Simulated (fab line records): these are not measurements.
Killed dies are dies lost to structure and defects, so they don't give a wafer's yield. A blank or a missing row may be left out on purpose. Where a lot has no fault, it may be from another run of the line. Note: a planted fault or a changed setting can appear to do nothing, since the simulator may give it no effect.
Which tool is to blame? + flow nand_harc + Sampling: 6 lots, 18 wafers, 4 of 1302 route steps

WHAT THE GAUGES SHOWED, per wafer
NHARC_P_M0_CD_MEAS_09: target cd 90 nm.
| lot  | measured     | on        | cd_nm (nm)     |
|------|--------------|-----------|----------------|
| L150 | day 8 09:34  | cd_sem-02 | 88.9 89.9 89.0 |
| L155 | day 10 17:03 | cd_sem-02 | 90.6 91.7 91.6 |
| L159 | day 12 10:26 | cd_sem-02 | 90.5 90.0 90.3 |
| L161 | day 13 10:00 | cd_sem-02 | 89.7 89.6 91.2 |
| L163 | day 14 04:05 | cd_sem-03 | 90.1 89.6 90.5 |
| L165 | day 14 14:50 | cd_sem-03 | 90.3 90.0 89.1 |

WHAT TOOL EACH LOT RAN ON (gives the tool, then ch and the chambers of the sampled wafers, and finally the start)
| lot  | NHARC_P_CONTACT_ETCH_36                       | NHARC_P_CONTACT_DEGAS_38     | NHARC_P_M0_EXPOSE_06               |
|------|-----------------------------------------------|------------------------------|------------------------------------|
| L150 | rie_diel-01 ch 0,1,2, day 8 07:10 or earlier  | pvd_sputter-03, day 8 07:10  | arfi_scanner-03 ch 0, day 8 09:25  |
| L155 | rie_diel-12 ch 1,2,3, day 10 14:28 or earlier | pvd_sputter-03, day 10 14:28 | arfi_scanner-03 ch 0, day 10 16:55 |
| L159 | rie_diel-01 ch 2,3, day 12 07:39 or earlier   | pvd_sputter-03, day 12 07:39 | arfi_scanner-03 ch 0, day 12 10:18 |
| L161 | rie_diel-12 ch 0,1,2, day 13 07:43 or earlier | pvd_sputter-01, day 13 07:43 | arfi_scanner-02 ch 0, day 13 09:52 |
| L163 | rie_diel-12 ch 0,2,3, day 14 01:39 or earlier | pvd_sputter-03, day 14 01:39 | arfi_scanner-03 ch 0, day 14 03:57 |
| L165 | rie_diel-12 ch 0,1, day 14 12:27 or earlier   | pvd_sputter-01, day 14 12:27 | arfi_scanner-03 ch 0, day 14 14:41 |
- NHARC_P_CONTACT_ETCH_36: etches the open film in N2/H2, target depth 260 nm, time 406.25 s.
- NHARC_P_CONTACT_DEGAS_38: time 60 s.
- NHARC_P_M0_EXPOSE_06: exposes mask P M0, target cd 90 nm.

THE ANSWER, worked out from the rows above alone
Rule: what is usual is taken from the lots themselves. The widest of any qualifying gaps counts: lots, ordered by their means at a reading, are off when they make up no more than a third of the lots, leave a main group of 4 or more, and stand apart from it by 3 or more times the standard deviation of that group's means. If all means in a main group match to the digits the tables above print for the reading, that group is not used. A lot without any number at a reading at which 4 lots or more have one is off too. The other lots that the step has rows for count as sound.
Nothing can be told from this: no lot is off at any reading shown.

WHAT THE SIMULATOR HAD INSERTED
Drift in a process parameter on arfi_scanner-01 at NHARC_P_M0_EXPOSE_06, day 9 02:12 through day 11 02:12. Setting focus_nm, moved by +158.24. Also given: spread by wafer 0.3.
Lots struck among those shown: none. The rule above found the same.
